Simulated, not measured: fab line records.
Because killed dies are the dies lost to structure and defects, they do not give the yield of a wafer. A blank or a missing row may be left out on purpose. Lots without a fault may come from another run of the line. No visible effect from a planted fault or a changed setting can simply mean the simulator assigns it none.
Chamber matching || flow n5Finfet || N5_GATE_CUT_HM_OPEN_40 on rieDiel-05: 4 sister chambers
The step chemistry C4F6/O2, target SiO2, target depth 139 nm, time 85.1 s. 20 wafers are shown with their chamber, then 10 later ones without.

WAFERS, EACH WITH ITS CHAMBER
{"wafer": "L074.2", "chamber": 1, "rfVppV (V)": 659, "showerheadPlenumPTorr (Torr)": 2.79, "throttleValvePct (%)": 21.09}
{"wafer": "L074.3", "chamber": 3, "rfVppV (V)": 644, "showerheadPlenumPTorr (Torr)": 2.92, "throttleValvePct (%)": 20.80}
{"wafer": "L074.5", "chamber": 3, "rfVppV (V)": 643, "showerheadPlenumPTorr (Torr)": 2.92, "throttleValvePct (%)": 20.78}
{"wafer": "L078.2", "chamber": 1, "rfVppV (V)": 660, "showerheadPlenumPTorr (Torr)": 2.79, "throttleValvePct (%)": 21.09}
{"wafer": "L078.3", "chamber": 3, "rfVppV (V)": 645, "showerheadPlenumPTorr (Torr)": 2.92, "throttleValvePct (%)": 20.81}
{"wafer": "L078.6", "chamber": 3, "rfVppV (V)": 643, "showerheadPlenumPTorr (Torr)": 2.92, "throttleValvePct (%)": 20.81}
{"wafer": "L080.2", "chamber": 2, "rfVppV (V)": 689, "showerheadPlenumPTorr (Torr)": 2.86, "throttleValvePct (%)": 21.04}
{"wafer": "L080.3", "chamber": 1, "rfVppV (V)": 661, "showerheadPlenumPTorr (Torr)": 2.78, "throttleValvePct (%)": 21.10}
{"wafer": "L080.6", "chamber": 1, "rfVppV (V)": 657, "showerheadPlenumPTorr (Torr)": 2.78, "throttleValvePct (%)": 21.10}
{"wafer": "L083.1", "chamber": 3, "rfVppV (V)": 644, "showerheadPlenumPTorr (Torr)": 2.91, "throttleValvePct (%)": 20.82}
{"wafer": "L083.2", "chamber": 1, "rfVppV (V)": 659, "showerheadPlenumPTorr (Torr)": 2.78, "throttleValvePct (%)": 21.10}
{"wafer": "L083.6", "chamber": 2, "rfVppV (V)": 687, "showerheadPlenumPTorr (Torr)": 2.86, "throttleValvePct (%)": 21.05}
{"wafer": "L085.1", "chamber": 3, "rfVppV (V)": 644, "showerheadPlenumPTorr (Torr)": 2.91, "throttleValvePct (%)": 20.83}
{"wafer": "L085.2", "chamber": 1, "rfVppV (V)": 659, "showerheadPlenumPTorr (Torr)": 2.78, "throttleValvePct (%)": 21.09}
{"wafer": "L085.3", "chamber": 2, "rfVppV (V)": 687, "showerheadPlenumPTorr (Torr)": 2.86, "throttleValvePct (%)": 21.05}
{"wafer": "L088.1", "chamber": 1, "rfVppV (V)": 659, "showerheadPlenumPTorr (Torr)": 2.78, "throttleValvePct (%)": 21.11}
{"wafer": "L088.4", "chamber": 2, "rfVppV (V)": 688, "showerheadPlenumPTorr (Torr)": 2.86, "throttleValvePct (%)": 21.06}
{"wafer": "L088.5", "chamber": 1, "rfVppV (V)": 660, "showerheadPlenumPTorr (Torr)": 2.78, "throttleValvePct (%)": 21.13}
{"wafer": "L090.3", "chamber": 1, "rfVppV (V)": 660, "showerheadPlenumPTorr (Torr)": 2.78, "throttleValvePct (%)": 21.11}
{"wafer": "L090.4", "chamber": 0, "rfVppV (V)": 676, "showerheadPlenumPTorr (Torr)": 2.90, "throttleValvePct (%)": 20.81}

SIGNATURES, as means of the wafers listed above
{"reading": "rfVppV", "chamber 0": 676.00, "chamber 1": 659.33, "chamber 2": 687.75, "chamber 3": 643.83, "scatter within a chamber": 0.987}
{"reading": "showerheadPlenumPTorr", "chamber 0": 2.9000, "chamber 1": 2.7822, "chamber 2": 2.8600, "chamber 3": 2.9167, "scatter within a chamber": 0.00425}
{"reading": "throttleValvePct", "chamber 0": 20.8100, "chamber 1": 21.1022, "chamber 2": 21.0500, "chamber 3": 20.8083, "scatter within a chamber": 0.0138}
Rule: for a wafer and a chamber, the distance is found by dividing, reading by reading, the gap between the wafer's reading and the chamber's mean by the reading's scatter, squaring, summing and taking the root. If the next closest chamber is less than 2 further off than the closest, the wafer can't be placed; otherwise it belongs to the closest. The scatter: the root of (the sum of the squares of (reading less its chamber's mean) over the shown wafers, divided by (wafers less chambers)).

WAFERS WITHOUT THEIR CHAMBER
{"wafer": "L090.5", "rfVppV (V)": 689, "showerheadPlenumPTorr (Torr)": 2.85, "throttleValvePct (%)": 21.06}
{"wafer": "L095.1", "rfVppV (V)": 660, "showerheadPlenumPTorr (Torr)": 2.77, "throttleValvePct (%)": 21.13}
{"wafer": "L095.3", "rfVppV (V)": 687, "showerheadPlenumPTorr (Torr)": 2.85, "throttleValvePct (%)": 21.07}
{"wafer": "L095.6", "rfVppV (V)": 688, "showerheadPlenumPTorr (Torr)": 2.85, "throttleValvePct (%)": 21.07}
{"wafer": "L096.2", "rfVppV (V)": 688, "showerheadPlenumPTorr (Torr)": 2.85, "throttleValvePct (%)": 21.08}
{"wafer": "L096.5", "rfVppV (V)": 644, "showerheadPlenumPTorr (Torr)": 2.90, "throttleValvePct (%)": 20.85}
{"wafer": "L096.6", "rfVppV (V)": 677, "showerheadPlenumPTorr (Torr)": 2.90, "throttleValvePct (%)": 20.84}
{"wafer": "L097.1", "rfVppV (V)": 659, "showerheadPlenumPTorr (Torr)": 2.77, "throttleValvePct (%)": 21.14}
{"wafer": "L097.4", "rfVppV (V)": 644, "showerheadPlenumPTorr (Torr)": 2.90, "throttleValvePct (%)": 20.87}
{"wafer": "L097.6", "rfVppV (V)": 687, "showerheadPlenumPTorr (Torr)": 2.85, "throttleValvePct (%)": 21.08}

EACH ONE'S CHAMBER
{"wafer": "L090.5", "from the rows above": 2, "in truth": 2}
{"wafer": "L095.1", "from the rows above": 1, "in truth": 1}
{"wafer": "L095.3", "from the rows above": 2, "in truth": 2}
{"wafer": "L095.6", "from the rows above": 2, "in truth": 2}
{"wafer": "L096.2", "from the rows above": 2, "in truth": 2}
{"wafer": "L096.5", "from the rows above": 3, "in truth": 3}
{"wafer": "L096.6", "from the rows above": 0, "in truth": 0}
{"wafer": "L097.1", "from the rows above": 1, "in truth": 1}
{"wafer": "L097.4", "from the rows above": 3, "in truth": 3}
{"wafer": "L097.6", "from the rows above": 2, "in truth": 2}
Correct placement for 10 of the 10. Number that these rows cannot place: 0. Placed wrongly: 0.
